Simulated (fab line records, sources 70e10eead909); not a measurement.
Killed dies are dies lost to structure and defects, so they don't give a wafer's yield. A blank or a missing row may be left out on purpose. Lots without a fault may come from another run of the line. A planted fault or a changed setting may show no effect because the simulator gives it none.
Chamber matching | flow nand_harc | NHARC_A_BONDPAD_CMP_29 on cmp-04: 4 sister chambers
The step polishes SiCN, target thk 200 nm. 4 wafers are shown with their chamber, then 7 later ones without.

WAFERS WITH THEIR CHAMBER
wafer  | chamber | motor_current_A (A)
L088.3 | 0       | 12.9
L088.6 | 3       | 11.4
L089.1 | 1       | 11.1
L089.2 | 2       | 11.0

WAFERS WITHOUT THEIR CHAMBER
wafer  | motor_current_A (A)
L089.6 | 10.6
L090.3 | 10.3
L090.4 | 12.4
L090.5 | 11.9
L094.1 | 10.6
L094.4 | 11.8
L094.6 | 10.9

WHICH CHAMBER EACH WENT THROUGH
wafer  | from the rows above               | in truth
L089.6 | can't be placed: 2 or 1 or 3      | 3
L090.3 | can't be placed: 2 or 1 or 3      | 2
L090.4 | can't be placed: 0 or 3 or 1 or 2 | 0
L090.5 | can't be placed: 3 or 1 or 2 or 0 | 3
L094.1 | can't be placed: 2 or 1 or 3      | 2
L094.4 | can't be placed: 3 or 1 or 2 or 0 | 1
L094.6 | can't be placed: 2 or 1 or 3      | 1
Placed correctly: 0 of 7. Can't be placed from these rows: 7 (the true chamber is among the candidates in 7). Placed wrongly: 0.
How it was worked out, from the rows above alone: a wafer's distance from a chamber is the root of the sum, over the readings, of the square of ((its reading less the chamber's mean) divided by the reading's scatter). The wafer belongs to the nearest chamber; if the next one is less than 2 further off, it can't be placed. A chamber's mean is the mean of its shown wafers. The scatter: with one shown wafer a chamber, the root of the mean of the squares of how far each hidden wafer lies from its nearest shown one.
